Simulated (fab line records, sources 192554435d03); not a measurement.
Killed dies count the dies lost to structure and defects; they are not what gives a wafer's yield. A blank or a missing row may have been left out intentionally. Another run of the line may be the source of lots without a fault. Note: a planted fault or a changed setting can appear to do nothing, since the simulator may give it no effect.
Comparing a struck lot with a sound one ; flow n5Finfet ; 37 steps out of a route of 1938
Sound: the wafers L891.2, L891.3, L891.4. Struck: wafer L894.5; the same lot's L894.6 was not struck, so it is left out; see the end for the cause.
Per side, at each step with rows, come the tool, then ch with its chambers, and then its first start. Under that, the readings that differ: sound wafers ; struck wafers ; difference of the means ; sigmas: that difference in standard deviations of wafers without a fault.
alike: a reading whose means differ by less than 2 such deviations, as well as words and numbers matching on both sides. not compared: withheld readings; readings where some wafer has no value; bounds like >300 that might hide an equal value; numbers whose values overlap and for which the record gives no deviation.
A row with sigmas, a row that says differs or no value, or rows on one side alone: a step with any of these is where the two part. Numbers that have no deviation but don't overlap get no sigmas and don't part them. Lack of a reading on every wafer of one side parts them only where that side has two or more wafers.

first, 9 steps without rows for these wafers: N5_BEOL_M11_ALD_74 (deposits TaN, target thk 2 nm, pulse time 2 s, purge time 3 s); N5_BEOL_M11_SURFACE_TREAT_76; N5_BEOL_M11_CVD_75 (deposits Co from CCTBA/H2, target thk 2 nm, time 138.9 s); N5_BEOL_M11_SPUTTER_48 (material Cu, target thk 12 nm, time 2 s); N5_BEOL_M11_ECD_50 (material Cu, target thk 318 nm); N5_BEOL_M11_ANNEAL_51 (time 90 s); N5_BEOL_M11_CMP_52 (polishes, stops on SiCOH lowk, t overpolish 7 s, target thk 140 nm); N5_BEOL_M11_PRE_CLEAN_55 (time 15 s); N5_BEOL_M11_DEP_56 (deposits SiCN from 3MS/NH3, target thk 30 nm, time 10.5 s).
N5_BEOL_M12_ILD_DEP_00: deposits SiOC from DEMS/O2, target thk 658.92 nm, time 130.7 s.
  sound on pecvd-04 ch 0,1, day 13 00:54; struck on pecvd-04 ch 0, day 14 00:53
reading;sound;struck;difference;sigmas
showerheadPlenumPTorr (Torr);5.703 5.673 5.687;5.717;+0.029;+2
model.SiOC_of_BEOL_M12_ILD_DEP_00.thkNm (nm);654 647.8 657.2;695.6;+42.6;
  alike: heaterPowerW, throttleValvePct
N5_BEOL_M12_THK_MEAS_01:
  sound on filmMetro-02, day 13 01:02; struck on filmMetro-02, day 14 00:58
reading;sound;struck;difference;sigmas
M12_ILD_THK (nm);654 648 657;695;+42;+5
then, 10 steps without rows for these wafers: N5_BEOL_M12_COAT_58 (time 60 s, resist thk 89 nm); N5_BEOL_M12_COAT_04 (resist thk 400 nm); N5_BEOL_M12_EBR_06; N5_BEOL_M12_SOFTBAKE_05 (time 60 s); N5_BEOL_M12_EXPOSE_07 (exposes mask V11); N5_BEOL_M12_PEB_08 (peb time 90 s); N5_BEOL_M12_DEVELOP_09 (develop time 45 s); N5_BEOL_M12_HARDBAKE_14 (time 120 s); N5_BEOL_M12_DESCUM_15 (chemistry O2, time 7.9 s); N5_BEOL_M12_ETCH_59 (etches BARC in N2/H2, target depth 89 nm, overetch 26.7 nm, time 67.9 s).
N5_BEOL_M12_VIA_ETCH_16: etches SiOC in C4F8/O2/Ar, target depth 724.8 nm.
  sound on rieDiel-06 ch 0,1,3, day 13 01:38; struck on rieDiel-01 ch 0, day 14 01:32
reading;sound;struck;difference;sigmas
model.etch.depthNm (nm);654.1 647.9 657.1;695.6;+42.6;
model.coat_of_BEOL_M12_COAT_04.thkNm (nm);127.6 131.6 122.8;110.6;-16.7;
  alike: O2_flow_sccm, drypumpMotorCurrentA, oesProductAu, rfVppV, showerheadPlenumPTorr, throttleValvePct
N5_BEOL_M12_STRIP_63: strips in N2/H2.
  sound on plasmaAsher-02 ch 0,1, day 13 01:50; struck on plasmaAsher-02 ch 1, day 14 01:41
reading;sound;struck;difference;sigmas
h2FlowSccm (sccm);3240 3242 3231;3257;+19;+2
stripTimeToEndpointS (s);43.7 44.8 42.4;39.1;-4.5;-5
  alike: drypumpMotorCurrentA, heaterPowerW, oesProductAu
  not compared: rfHoursCounterH
then, 12 steps without rows for these wafers: N5_BEOL_M12_STRIP_64 (strips in N2/H2); N5_BEOL_M12_STRIP_71 (strips in post etch residue remover, time 60 s); N5_BEOL_M12_SRD_72 (time 30 s, dry time 30 s); N5_BEOL_M12_COAT_65 (time 60 s, resist thk 300 nm); N5_BEOL_M12_COAT_66 (time 60 s, resist thk 110 nm); N5_BEOL_M12_COAT_22 (resist thk 300 nm); N5_BEOL_M12_EBR_24; N5_BEOL_M12_SOFTBAKE_23 (time 60 s); N5_BEOL_M12_EXPOSE_25 (exposes mask M12); N5_BEOL_M12_PEB_26 (peb time 90 s); N5_BEOL_M12_DEVELOP_27 (develop time 45 s); N5_BEOL_M12_HARDBAKE_32 (time 120 s).
N5_BEOL_M12_CMP_49: polishes, stops on SiOC, t overpolish 20.6 s, target thk 320 nm.
  sound on cmp-03 ch 0,1,3, day 13 05:24; struck on cmp-04 ch 1, day 14 05:05
reading;sound;struck;difference;sigmas
model.SiOC_of_BEOL_M12_ILD_DEP_00.thkNm (nm);591.6 589.2 599.6;635.6;+42.1;
  alike: edgeZonePressureFrac, motorCurrentA
N5_PASSIVATION_PROBE_49:
  sound on prober-01, day 14 15:14; struck on prober-02, day 15 17:48
reading;sound;struck;difference;sigmas
killed_at_M4_up;26 22 18;9;-13;-2
  alike: defectLimitedYield, killed_at_M0_to_M3, killedAtContacts, killedAtFrontEnd, killedAtOther, killedDies, killedOpen, killedShort, sort_bin_4_leakage, sort_bin_5_function, sort_bin_6_memory, sort_bin_8_speed, sortNPass, sortYieldPct

## WHERE THEY PART
First at N5_BEOL_M12_ILD_DEP_00; last, within this record, at N5_PASSIVATION_PROBE_49.

WHY: the cause the simulator had injected
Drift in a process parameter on pecvd-04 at N5_BEOL_M12_ILD_DEP_00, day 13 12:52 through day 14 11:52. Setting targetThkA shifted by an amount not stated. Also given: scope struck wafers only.
